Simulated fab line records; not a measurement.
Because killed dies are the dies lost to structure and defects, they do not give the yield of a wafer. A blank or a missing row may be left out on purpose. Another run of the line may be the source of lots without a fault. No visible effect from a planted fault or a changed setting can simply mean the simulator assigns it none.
Matching of chambers ; flow nandHarc ; 4 sister chambers for NHARC_P_CONTACT_ETCH_35 on rieDiel-02
The step etches the open film in CF4, target depth 39 nm, time 65 s. 14 wafers are shown with their chamber, then 7 later ones without.

== WAFERS WITH THEIR CHAMBER ==
wafer;chamber;showerheadPlenumPTorr (Torr);oesProductAu (a.u.);rfFwdPowerW (W)
L435.3;3;1.82;0.984;297.7
L435.4;2;1.87;1.007;296.5
L435.6;2;1.87;1.012;296.7
L437.2;0;1.68;1.010;297.0
L437.3;2;1.87;1.008;296.9
L437.6;2;1.87;1.006;296.2
L445.2;2;1.87;0.996;297.4
L445.4;1;1.84;1.006;296.6
L445.5;3;1.81;0.996;297.5
L444.1;2;1.87;1.002;296.1
L444.4;0;1.68;1.019;295.6
L444.6;3;1.81;0.991;298.2
L446.2;1;1.84;1.003;296.8
L446.3;3;1.81;0.994;297.8

SIGNATURES, as means of the wafers listed above
reading;chamber 0;chamber 1;chamber 2;chamber 3;scatter within a chamber
showerheadPlenumPTorr;1.6800;1.8400;1.8700;1.8125;0.00274
oesProductAu;1.01450;1.00450;1.00517;0.99125;0.0053
rfFwdPowerW;296.300;296.700;296.633;297.800;0.491
Rule: distance of a wafer from a chamber = root of the sum over the readings of ((wafer's reading minus chamber's mean) / reading's scatter) squared. The wafer belongs to the nearest chamber; if the next one is less than 2 further off, it can't be placed. The scatter: take each reading less its chamber's mean, square it, sum over the shown wafers, divide by the number of wafers less the number of chambers, and take the root.

== WAFERS MISSING THEIR CHAMBER ==
wafer;showerheadPlenumPTorr (Torr);oesProductAu (a.u.);rfFwdPowerW (W)
L446.6;1.87;1.002;297.4
L447.1;1.84;1.005;296.6
L447.2;1.81;0.996;296.6
L447.5;1.81;1.000;297.0
L454.2;1.81;0.985;298.4
L454.4;1.87;1.011;299.2
L454.5;1.84;1.006;299.0

== WHICH CHAMBER EACH WENT THROUGH ==
wafer;from the rows above;in truth
L446.6;2;2
L447.1;1;1
L447.2;3;3
L447.5;3;3
L454.2;3;3
L454.4;2;2
L454.5;1;1
Correctly placed: 7 of 7. From these rows, 0 cannot be placed. Placed wrongly: 0.
